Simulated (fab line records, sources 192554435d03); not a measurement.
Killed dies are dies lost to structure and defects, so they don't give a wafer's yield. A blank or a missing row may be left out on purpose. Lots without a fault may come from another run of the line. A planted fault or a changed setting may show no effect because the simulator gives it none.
fab line records | flow n5_finfet | part 1 of 2: steps 1 to 22 of 28
record lots=5 wafers=15 last_day=16
route steps=1938 shown MIM_TOP_LITHO@1841 MIM_TOP_ETCH@1851 MIM_BOT_LITHO@1854 MIM_BOT_ETCH@1866
lots that met no fault: from a run of the same line without faults
start_h: hours from the record's first day to the start of the lot's first wafer shown | wait_h: hours since the lot's step before | " the same as in the row above | L1.1+2: a row that stands for several wafers | - no value, or no start given | * or withheld: withheld | < > ~ a bound
route shown NAME@n: a module of which the file shows steps, and the number in the route of the first | usual: mean/standard deviation of fault-free wafers | same: alike in all rows | chamber/n: place in a boat | sites: the reading at each site | _std_site: their standard deviation | _edge_site: outer sites' mean less inner sites' | radius_mm: how far each site lies from the wafer's centre | mask NAME#n: copy n | behind: the tool/chamber that last shaped the wafer | hold: why the lot was held/for how many hours/how that ended | device: the transistor (n, p or np) that didn't switch | end of line: the same wafers' tests at the end of the route | a step without rows: its recipe alone | killed: dies lost to structure and defects at the first sort, not the wafer's yield | map: a wafer's dies, x killed, . not, _ none there
set.NAME: the setting as run; set.NAME@STEP: as run at that earlier step | model.NAME: the simulator's own value behind a step, which no gauge read
lots at some steps of the route; a table a step, a row a wafer
services: from which hour (start_h, from the record's first day; less than 0 if before it) a tool's chamber was out of use, for how many hours, and why
## steps
# step N5_MIM_TOP_LITHO_EBR_04
# recipe solvent=PGMEA ebr_width_mm=1.5
# usual exhaust_pa=44.9/0.84
# columns lot.wafer tool chamber start_h wait_h exhaust_pa
L077.2 litho_track-03 0 - - 44.6
L077.3 " 0 " " 44.8
L077.5 " 0 " " 44.6
L079.2 litho_track-03 0 - - 44.7
L079.4 " 0 " " 44.0
L079.6 " 0 " " 44.4
L080.3 litho_track-03 0 - - 44.8
L080.5 " 0 " " 44.4
L080.6 " 0 " " 45.9
L094.1 litho_track-05 0 - - 45.2
L094.3 " 0 " " 45.8
L094.4 " 0 " " 44.4
L091.1 litho_track-03 0 - - 43.7
L091.5 " 0 " " 43.8
L091.6 " 0 " " 45.6
# step N5_MIM_TOP_LITHO_SOFTBAKE_03
# recipe temp_c=100 time_s=90
# usual exhaust_pa=45.0/0.94
# columns lot.wafer tool chamber start_h wait_h exhaust_pa
L077.2 litho_track-03 0 - - 45.7
L077.3 " 0 " " 45.1
L077.5 " 0 " " 45.6
L079.2 litho_track-03 0 - - 44.3
L079.4 " 0 " " 44.2
L079.6 " 0 " " 45.2
L080.3 litho_track-03 0 - - 44.8
L080.5 " 0 " " 44.9
L080.6 " 0 " " 43.5
L094.1 litho_track-05 0 - - 44.6
L094.3 " 0 " " 44.1
L094.4 " 0 " " 44.9
L091.1 litho_track-03 0 - - 44.2
L091.5 " 0 " " 44.8
L091.6 " 0 " " 45.9
# step N5_MIM_TOP_LITHO_EXPOSE_05
# recipe mask_id=MIM_TOP na=0.55 source_shape=conventional sigma_outer=0.8 polarization=unpolarized target_cd_nm=2000 dose_mj=20.5
# usual reticle_temp_C=23.00/0.11
# columns lot.wafer tool chamber start_h wait_h mask reticle_temp_C
L077.2 krf_scanner-02 0 273.99 - MIM_TOP#0 23.02
L077.3 " 0 " " MIM_TOP#0 23.07
L077.5 " 0 " " MIM_TOP#0 22.91
L079.2 krf_scanner-01 0 284.15 - MIM_TOP#0 23.32
L079.4 " 0 " " MIM_TOP#0 23.07
L079.6 " 0 " " MIM_TOP#0 22.96
L080.3 krf_scanner-02 0 284.62 - MIM_TOP#0 23.12
L080.5 " 0 " " MIM_TOP#0 23.06
L080.6 " 0 " " MIM_TOP#0 23.06
L094.1 krf_scanner-01 0 374.39 - MIM_TOP#0 23.06
L094.3 " 0 " " MIM_TOP#0 23.00
L094.4 " 0 " " MIM_TOP#0 23.16
L091.1 krf_scanner-02 0 377.06 - MIM_TOP#0 22.83
L091.5 " 0 " " MIM_TOP#0 22.93
L091.6 " 0 " " MIM_TOP#0 22.95
# step N5_MIM_TOP_LITHO_PEB_06
# recipe peb_temp_c=withheld peb_time_s=*
# usual exhaust_pa=44.8/1
# columns lot.wafer tool chamber start_h wait_h exhaust_pa
L077.2 litho_track-03 0 274.04 0.0 44.6
L077.3 " 0 " " 45.1
L077.5 " 0 " " 45.1
L079.2 litho_track-04 0 284.21 0.0 44.7
L079.4 " 0 " " 44.5
L079.6 " 0 " " 44.8
L080.3 litho_track-03 0 284.66 0.0 44.6
L080.5 " 0 " " 44.8
L080.6 " 0 " " 45.0
L094.1 litho_track-03 0 374.45 0.1 46.1
L094.3 " 0 " " 46.3
L094.4 " 0 " " 45.4
L091.1 litho_track-05 0 377.11 0.1 45.0
L091.5 " 0 " " 45.0
L091.6 " 0 " " 45.7
# step N5_MIM_TOP_LITHO_DEVELOP_07
# recipe develop_time_s=60 rinse_liquid=diw dry=air_spin dev_temp_c=21
# usual exhaust_pa=45.1/0.98
# columns lot.wafer tool chamber start_h wait_h exhaust_pa
L077.2 litho_track-03 0 - - 45.9
L077.3 " 0 " " 45.4
L077.5 " 0 " " 45.6
L079.2 litho_track-04 0 - - 44.9
L079.4 " 0 " " 44.1
L079.6 " 0 " " 44.8
L080.3 litho_track-03 0 - - 44.6
L080.5 " 0 " " 43.8
L080.6 " 0 " " 44.3
L094.1 litho_track-03 0 - - 45.8
L094.3 " 0 " " 45.7
L094.4 " 0 " " 46.4
L091.1 litho_track-05 0 - - 44.0
L091.5 " 0 " " 45.0
L091.6 " 0 " " 44.9
# step N5_MIM_TOP_LITHO_HARDBAKE_09
# recipe temp_c=130 time_s=120
# usual exhaust_pa=45.0/0.93
# columns lot.wafer tool chamber start_h wait_h exhaust_pa
L077.2 litho_track-03 0 - - 43.6
L077.3 " 0 " " 44.5
L077.5 " 0 " " 44.6
L079.2 litho_track-04 0 - - 45.1
L079.4 " 0 " " 45.1
L079.6 " 0 " " 45.2
L080.3 litho_track-03 0 - - 44.5
L080.5 " 0 " " 45.2
L080.6 " 0 " " 44.8
L094.1 litho_track-03 0 - - 45.8
L094.3 " 0 " " 45.7
L094.4 " 0 " " 44.5
L091.1 litho_track-05 0 - - 46.3
L091.5 " 0 " " 44.6
L091.6 " 0 " " 47.3
# step N5_MIM_TOP_LITHO_CD_MEAS_08
# recipe target_cd_nm=2000 landing_energy_ev=500 detector=se_inlens
# usual cd_nm=1999.5/1.8
# columns lot.wafer tool chamber start_h wait_h cd_nm
L077.2 cd_sem-01 0 274.16 - 1996.5
L077.3 " 0 " " 1995.0
L077.5 " 0 " " 1999.1
L079.2 cd_sem-01 0 284.33 - 1998.7
L079.4 " 0 " " 2001.8
L079.6 " 0 " " 2000.7
L080.3 cd_sem-01 0 284.78 - 1997.6
L080.5 " 0 " " 1997.1
L080.6 " 0 " " 1997.2
L094.1 cd_sem-02 0 374.57 - 1999.3
L094.3 " 0 " " 1999.5
L094.4 " 0 " " 1997.4
L091.1 cd_sem-01 0 377.23 - 1997.2
L091.5 " 0 " " 1999.5
L091.6 " 0 " " 1999.0
# step N5_MIM_TOP_LITHO_OVL_MEAS_11
# recipe points_per_wafer=44
# usual MIM_TOP_OVL=2/5.3
# columns lot.wafer tool chamber start_h wait_h MIM_TOP_OVL[nm]
L077.2 overlay-02 0 274.19 0.0 1
L077.3 " 0 " " 14
L077.5 " 0 " " 13
L079.2 overlay-02 0 284.36 0.0 4
L079.4 " 0 " " 4
L079.6 " 0 " " 11
L080.3 overlay-01 0 284.81 0.0 -6
L080.5 " 0 " " -1
L080.6 " 0 " " -4
L094.1 overlay-02 0 374.60 0.0 4
L094.3 " 0 " " 6
L094.4 " 0 " " 10
L091.1 overlay-02 0 377.26 0.0 10
L091.5 " 0 " " -3
L091.6 " 0 " " 11
# step N5_MIM_TOP_LITHO_INSPECT_12
# recipe mode=adi inspect_instrument=macro
# usual raw_defect_count=1.9/1.2
# columns lot.wafer tool chamber start_h wait_h raw_defect_count
L077.2 defect_inspect-02 - 274.21 0.0 3
L077.3 " - " " 2
L077.5 " - " " 2
L079.2 defect_inspect-01 - 284.38 0.0 2
L079.4 " - " " 3
L079.6 " - " " 1
L080.3 defect_inspect-02 - 284.84 0.0 0
L080.5 " - " " 1
L080.6 " - " " 0
L094.1 defect_inspect-01 - 374.62 0.0 7
L094.3 " - " " 1
L094.4 " - " " 2
L091.1 defect_inspect-01 - 377.29 0.0 6
L091.5 " - " " 1
L091.6 " - " " 1
# step N5_MIM_TOP_LITHO_DESCUM_10
# recipe chemistry=O2 time_s=7.9 source_power_w=50 bias_power_w=20 pressure_mtorr=20 rf_frequency_hz=2.712e+07 temp_c=40 o2_flow_sccm=225
# usual bias_power_w=20.00/0.058 drypump_motor_current_A=5.6/0.41 oes_product_au=0.77/0.077 rf_vpp_V=243.4/1.2 showerhead_plenum_p_Torr=2.11/0.055 throttle_valve_pct=20.38/0.23
# columns lot.wafer tool chamber start_h wait_h bias_power_w drypump_motor_current_A oes_product_au rf_hours_counter_h rf_vpp_V showerhead_plenum_p_Torr throttle_valve_pct
L077.2 rie_diel-01 0 274.56 0.3 20.10 5.8 0.74 201 243.4 2.09 20.46
L077.3 " 3 " " 20.00 6.2 0.80 70 245.2 2.19 20.13
L077.5 " 2 " " 19.83 4.8 0.70 - 243.1 1.99 20.68
L079.2 rie_diel-04 0 284.41 0.0 19.94 6.1 0.71 209 243.4 2.08 20.83
L079.4 " 2 " " 20.06 6.1 0.90 18 240.7 2.06 20.07
L079.6 " 3 " " 20.01 5.9 0.68 - 243.9 2.15 20.50
L080.3 rie_diel-01 3 284.87 0.0 20.00 6.2 0.78 75 245.1 2.19 20.14
L080.5 " 3 " " 20.00 6.2 0.79 - 245.7 2.19 20.12
L080.6 " 0 " " 19.98 5.8 0.73 - 244.3 2.09 20.47
L094.1 rie_diel-04 1 375.26 0.6 20.03 6.0 0.75 122 245.3 2.10 20.68
L094.3 " 0 " " 20.03 6.1 0.68 253 243.2 2.07 20.88
L094.4 " 0 " " 19.97 6.1 0.68 - 242.4 2.07 20.89
L091.1 rie_diel-03 1 377.81 0.5 19.96 5.4 0.69 219 244.2 2.07 20.26
L091.5 " 2 " " 19.91 5.2 0.70 - 243.0 2.06 20.35
L091.6 " 1 " " 20.06 5.4 0.69 - 243.1 2.07 20.27
# step N5_MIM_TOP_ETCH_ETCH_00
# recipe chemistry=Cl2/BCl3 target=TiN target_depth_a=385 ion_energy_ev=150 pressure_mtorr=10 icp_w=1000 bias_w=126 Cl2_flow_sccm=53.25 bcl3_flow_sccm=21.75 Ar_flow_sccm=25
# usual bias_w=126.0/0.36 drypump_motor_current_A=5.6/0.47 oes_product_au=0.83/0.047 throttle_valve_pct=22.73/0.19
# columns lot.wafer tool chamber start_h wait_h bias_w drypump_motor_current_A oes_product_au rf_hours_counter_h throttle_valve_pct
L077.2 rie_metal-01 0 274.64 0.1 125.9 5.3 0.89 9 22.71
L077.3 " 0 " " 125.9 5.3 0.90 - 22.70
L077.5 " 1 " " 126.6 6.0 0.76 - 22.74
L079.2 rie_metal-02 1 284.50 0.1 126.0 6.2 0.86 15 23.06
L079.4 " 1 " " 125.2 6.2 0.86 - 23.06
L079.6 " 0 " " 125.9 6.1 0.84 - 22.89
L080.3 rie_metal-01 0 284.99 0.1 126.6 5.3 0.90 - 22.71
L080.5 " 0 " " 126.5 5.3 0.90 - 22.72
L080.6 " 1 " " 126.0 6.0 0.76 - 22.75
L094.1 rie_metal-01 1 375.35 0.1 125.9 6.0 0.74 55 22.76
L094.3 " 1 " " 126.2 6.0 0.74 - 22.76
L094.4 " 1 " " 126.2 6.0 0.73 - 22.74
L091.1 rie_metal-01 1 377.89 0.1 126.0 6.1 0.74 55 22.76
L091.5 " 1 " " 126.0 6.1 0.74 - 22.77
L091.6 " 1 " " 125.9 6.1 0.74 - 22.76
# step N5_MIM_TOP_ETCH_STRIP_01
# recipe chemistry=O2 power_w=600 temp_c=60 pressure_mtorr=30 rf_frequency_hz=6e+07 bias_power_w=0 overash_fraction=0.5 o2_flow_sccm=225
# usual drypump_motor_current_A=5.6/0.51 oes_product_au=0.78/0.091 rf_vpp_V=3.8/1.4 showerhead_plenum_p_Torr=2.14/0.07 throttle_valve_pct=16.70/0.27
# same bias_power_w=0
# columns lot.wafer tool chamber start_h wait_h drypump_motor_current_A oes_product_au rf_hours_counter_h rf_vpp_V showerhead_plenum_p_Torr throttle_valve_pct
L077.2 rie_diel-06 2 274.78 0.1 5.9 0.91 15 3.6 2.05 16.51
L077.3 " 3 " " 6.5 0.69 184 2.5 2.17 16.57
L077.5 " 0 " " 5.1 0.72 - 3.7 1.98 16.72
L079.2 rie_diel-06 0 284.64 0.1 5.2 0.71 187 4.5 1.98 16.68
L079.4 " 3 " " 6.4 0.71 188 4.1 2.17 16.57
L079.6 " 1 " " 6.6 0.84 - 3.2 2.20 16.33
L080.3 rie_diel-02 2 285.10 0.1 5.0 0.91 31 2.4 2.21 16.24
L080.5 " 0 " " 5.2 0.72 - 4.3 2.18 17.13
L080.6 " 3 " " 5.5 0.73 - 4.3 2.16 16.89
L094.1 rie_diel-02 1 375.67 0.3 5.7 0.87 55 2.9 2.22 16.89
L094.3 " 3 " " 5.5 0.70 206 2.9 2.15 16.94
L094.4 " 2 " " 5.0 0.87 56 4.6 2.20 16.27
L091.1 rie_diel-05 3 378.23 0.3 5.6 0.69 227 2.8 2.16 16.65
L091.5 " 0 " " 6.1 0.90 - 5.6 2.22 16.50
L091.6 " 3 " " 5.6 0.70 - 2.3 2.16 16.61
# step N5_MIM_TOP_ETCH_PECVD_03
# recipe material=SiNx target_thk_a=200 temp_c=400 precursor=SiH4/NH3/N2 pressure_torr=1.5 rf_w=300 time_s=17.6
# usual heater_power_w=831/110 showerhead_plenum_p_Torr=5.16/0.06 throttle_valve_pct=40.0/1.9
# columns lot.wafer tool chamber start_h wait_h heater_power_w showerhead_plenum_p_Torr throttle_valve_pct
L077.2 pecvd-01 1 274.85 - 911 5.18 41.2
L077.3 " 0 " " 741 5.13 40.2
L077.5 " 2 " " 809 5.25 37.3
L079.2 pecvd-04 0 284.71 - 887 5.14 38.6
L079.4 " 0 " " 911 5.17 38.4
L079.6 " 2 " " 920 5.21 37.2
L080.3 pecvd-01 1 285.16 - 846 5.17 41.2
L080.5 " 1 " " 810 5.18 41.2
L080.6 " 2 " " 980 5.24 37.0
L094.1 pecvd-01 0 375.74 - 771 5.12 40.9
L094.3 " 2 " " 839 5.24 37.4
L094.4 " 2 " " 834 5.24 37.4
L091.1 pecvd-04 1 378.30 - 942 5.12 42.2
L091.5 " 2 " " 838 5.24 37.5
L091.6 " 1 " " 948 5.12 42.0
# step N5_MIM_BOT_LITHO_HMDS_01
# recipe time_s=60 temp_c=120
# usual exhaust_pa=45.1/1
# columns lot.wafer tool chamber start_h wait_h exhaust_pa
L077.2 litho_track-03 0 274.92 0.0 44.4
L077.3 " 0 " " 43.9
L077.5 " 0 " " 44.1
L079.2 litho_track-03 0 284.78 0.0 47.3
L079.4 " 0 " " 46.4
L079.6 " 0 " " 47.2
L080.3 litho_track-03 0 285.23 0.1 46.4
L080.5 " 0 " " 44.8
L080.6 " 0 " " 45.5
L094.1 litho_track-02 0 375.81 0.0 45.0
L094.3 " 0 " " 45.5
L094.4 " 0 " " 44.6
L091.1 litho_track-02 0 378.37 0.0 45.3
L091.5 " 0 " " 46.2
L091.6 " 0 " " 46.9
# step N5_MIM_BOT_LITHO_COAT_02
# recipe spin_rpm=* resist_thk_nm=*
# usual exhaust_pa=45.1/0.76
# columns lot.wafer tool chamber start_h wait_h exhaust_pa
L077.2 litho_track-03 0 - - 44.6
L077.3 " 0 " " 44.9
L077.5 " 0 " " 44.5
L079.2 litho_track-03 0 - - 44.8
L079.4 " 0 " " 45.5
L079.6 " 0 " " 45.7
L080.3 litho_track-03 0 - - 45.1
L080.5 " 0 " " 46.1
L080.6 " 0 " " 44.7
L094.1 litho_track-02 0 - - 44.9
L094.3 " 0 " " 45.4
L094.4 " 0 " " 46.1
L091.1 litho_track-02 0 - - 45.1
L091.5 " 0 " " 46.7
L091.6 " 0 " " 44.3
# step N5_MIM_BOT_LITHO_EBR_04
# recipe solvent=PGMEA ebr_width_mm=1.5
# usual exhaust_pa=45.0/0.9
# columns lot.wafer tool chamber start_h wait_h exhaust_pa
L077.2 litho_track-03 0 - - 44.1
L077.3 " 0 " " 46.4
L077.5 " 0 " " 45.1
L079.2 litho_track-03 0 - - 44.6
L079.4 " 0 " " 44.0
L079.6 " 0 " " 45.2
L080.3 litho_track-03 0 - - 44.6
L080.5 " 0 " " 45.7
L080.6 " 0 " " 45.6
L094.1 litho_track-02 0 - - 45.2
L094.3 " 0 " " 44.7
L094.4 " 0 " " 44.1
L091.1 litho_track-02 0 - - 45.7
L091.5 " 0 " " 45.5
L091.6 " 0 " " 44.4
# step N5_MIM_BOT_LITHO_SOFTBAKE_03
# recipe temp_c=100 time_s=90
# usual exhaust_pa=44.9/0.94
# columns lot.wafer tool chamber start_h wait_h exhaust_pa
L077.2 litho_track-03 0 - - 45.8
L077.3 " 0 " " 46.1
L077.5 " 0 " " 45.6
L079.2 litho_track-03 0 - - 45.1
L079.4 " 0 " " 44.4
L079.6 " 0 " " 43.6
L080.3 litho_track-03 0 - - 46.6
L080.5 " 0 " " 45.4
L080.6 " 0 " " 45.5
L094.1 litho_track-02 0 - - 46.1
L094.3 " 0 " " 44.0
L094.4 " 0 " " 44.4
L091.1 litho_track-02 0 - - 44.3
L091.5 " 0 " " 44.7
L091.6 " 0 " " 45.2
# step N5_MIM_BOT_LITHO_EXPOSE_05
# recipe mask_id=MIM_BOT na=0.55 source_shape=conventional sigma_outer=0.8 polarization=unpolarized dose_mj=24.25
# usual reticle_temp_C=22.99/0.1
# columns lot.wafer tool chamber start_h wait_h mask reticle_temp_C
L077.2 krf_scanner-02 0 275.03 - MIM_BOT#0 22.86
L077.3 " 0 " " MIM_BOT#0 22.96
L077.5 " 0 " " MIM_BOT#0 23.05
L079.2 krf_scanner-02 0 285.02 - MIM_BOT#0 23.05
L079.4 " 0 " " MIM_BOT#0 22.91
L079.6 " 0 " " MIM_BOT#0 23.14
L080.3 krf_scanner-02 0 285.35 - MIM_BOT#0 22.94
L080.5 " 0 " " MIM_BOT#0 23.01
L080.6 " 0 " " MIM_BOT#0 22.87
L094.1 krf_scanner-01 0 375.92 - MIM_BOT#0 23.00
L094.3 " 0 " " MIM_BOT#0 22.99
L094.4 " 0 " " MIM_BOT#0 22.89
L091.1 krf_scanner-01 0 378.48 - MIM_BOT#0 23.16
L091.5 " 0 " " MIM_BOT#0 23.10
L091.6 " 0 " " MIM_BOT#0 23.10
# step N5_MIM_BOT_LITHO_PEB_06
# recipe peb_temp_c=withheld peb_time_s=*
# usual exhaust_pa=45.1/0.91
# columns lot.wafer tool chamber start_h wait_h exhaust_pa
L077.2 litho_track-03 0 275.09 0.0 45.4
L077.3 " 0 " " 45.9
L077.5 " 0 " " 45.7
L079.2 litho_track-03 0 285.07 0.0 45.2
L079.4 " 0 " " 45.0
L079.6 " 0 " " 45.3
L080.3 litho_track-03 0 285.40 0.0 45.3
L080.5 " 0 " " 45.2
L080.6 " 0 " " 45.0
L094.1 litho_track-01 0 375.97 0.1 44.7
L094.3 " 0 " " 45.0
L094.4 " 0 " " 45.7
L091.1 litho_track-03 0 378.53 0.1 44.0
L091.5 " 0 " " 45.0
L091.6 " 0 " " 45.5
# step N5_MIM_BOT_LITHO_DEVELOP_07
# recipe develop_time_s=60 rinse_liquid=diw dry=air_spin dev_temp_c=21
# usual exhaust_pa=44.8/0.88
# columns lot.wafer tool chamber start_h wait_h exhaust_pa
L077.2 litho_track-03 0 - - 44.8
L077.3 " 0 " " 43.7
L077.5 " 0 " " 43.5
L079.2 litho_track-03 0 - - 47.9
L079.4 " 0 " " 46.5
L079.6 " 0 " " 45.2
L080.3 litho_track-03 0 - - 44.7
L080.5 " 0 " " 44.7
L080.6 " 0 " " 45.8
L094.1 litho_track-01 0 - - 45.2
L094.3 " 0 " " 44.1
L094.4 " 0 " " 44.0
L091.1 litho_track-03 0 - - 44.5
L091.5 " 0 " " 44.8
L091.6 " 0 " " 44.8
# step N5_MIM_BOT_LITHO_HARDBAKE_09
# recipe temp_c=130 time_s=120
# usual exhaust_pa=45.1/0.98
# columns lot.wafer tool chamber start_h wait_h exhaust_pa
L077.2 litho_track-03 0 - - 45.2
L077.3 " 0 " " 45.2
L077.5 " 0 " " 44.6
L079.2 litho_track-03 0 - - 45.3
L079.4 " 0 " " 44.3
L079.6 " 0 " " 45.3
L080.3 litho_track-03 0 - - 46.1
L080.5 " 0 " " 46.6
L080.6 " 0 " " 46.7
L094.1 litho_track-01 0 - - 44.7
L094.3 " 0 " " 46.2
L094.4 " 0 " " 44.9
L091.1 litho_track-03 0 - - 43.9
L091.5 " 0 " " 44.0
L091.6 " 0 " " 45.1
# step N5_MIM_BOT_LITHO_CD_MEAS_08
# recipe target_cd_nm=3000 landing_energy_ev=500 detector=se_inlens polarity=opening
# usual cd_nm=3000.3/1.9
# columns lot.wafer tool chamber start_h wait_h cd_nm
L077.2 cd_sem-01 0 275.21 - 2996.8
L077.3 " 0 " " 2999.2
L077.5 " 0 " " 2997.5
L079.2 cd_sem-03 0 285.19 - 3000.6
L079.4 " 0 " " 3000.2
L079.6 " 0 " " 3001.2
L080.3 cd_sem-02 0 285.52 - 3002.7
L080.5 " 0 " " 3000.8
L080.6 " 0 " " 3000.0
L094.1 cd_sem-02 0 376.09 - 2998.9
L094.3 " 0 " " 2998.3
L094.4 " 0 " " 2999.2
L091.1 cd_sem-02 0 378.65 - 3001.9
L091.5 " 0 " " 3000.4
L091.6 " 0 " " 3003.3
